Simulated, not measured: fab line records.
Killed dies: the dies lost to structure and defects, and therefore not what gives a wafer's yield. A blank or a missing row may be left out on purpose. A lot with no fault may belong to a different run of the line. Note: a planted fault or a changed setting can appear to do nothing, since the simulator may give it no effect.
Chamber matching	flow n5_finfet	rie_diel-06 running N5_BEOL_M10_ETCH_61: 4 sister chambers
The step etches SiARC in CF4, target depth 39 nm, time 65 s. 8 wafers are shown with their chamber, then 8 later ones without.

== WAFERS WITH THEIR CHAMBER ==
wafer	chamber	drypump_motor_current_A (A)	throttle_valve_pct (%)
L074.4	3	6.6	15.39
L075.4	2	5.6	15.67
L080.4	2	5.7	15.70
L086.5	1	6.5	15.57
L084.1	0	5.9	15.55
L084.2	3	6.6	14.95
L084.6	1	6.5	15.59
L090.2	0	5.9	15.56

== WAFERS WITH NO CHAMBER GIVEN ==
wafer	drypump_motor_current_A (A)	throttle_valve_pct (%)
L090.3	6.6	14.95
L090.6	5.7	15.74
L096.1	6.4	15.61
L096.3	6.6	14.98
L096.6	5.6	15.76
L097.3	5.6	15.76
L097.4	6.4	15.62
L097.6	6.4	15.61

== WHICH CHAMBER EACH ONE RAN IN ==
wafer	from the rows above	in truth
L090.3	3	3
L090.6	2	2
L096.1	1	1
L096.3	3	3
L096.6	2	2
L097.3	2	2
L097.4	1	1
L097.6	1	1
8 of 8 placed correctly. Left unplaced by these rows: 0. Number placed wrongly: 0.
How it was worked out, from the rows above alone: a wafer's distance from a chamber is the root of the sum, over the readings, of the square of ((its reading less the chamber's mean) divided by the reading's scatter). If the next closest chamber is less than 2 further off than the closest, the wafer can't be placed; otherwise it belongs to the closest. The mean given for a chamber averages the wafers shown for that chamber. The scatter: the root of (the sum of the squares of (reading less its chamber's mean) over the shown wafers, divided by (wafers less chambers)).
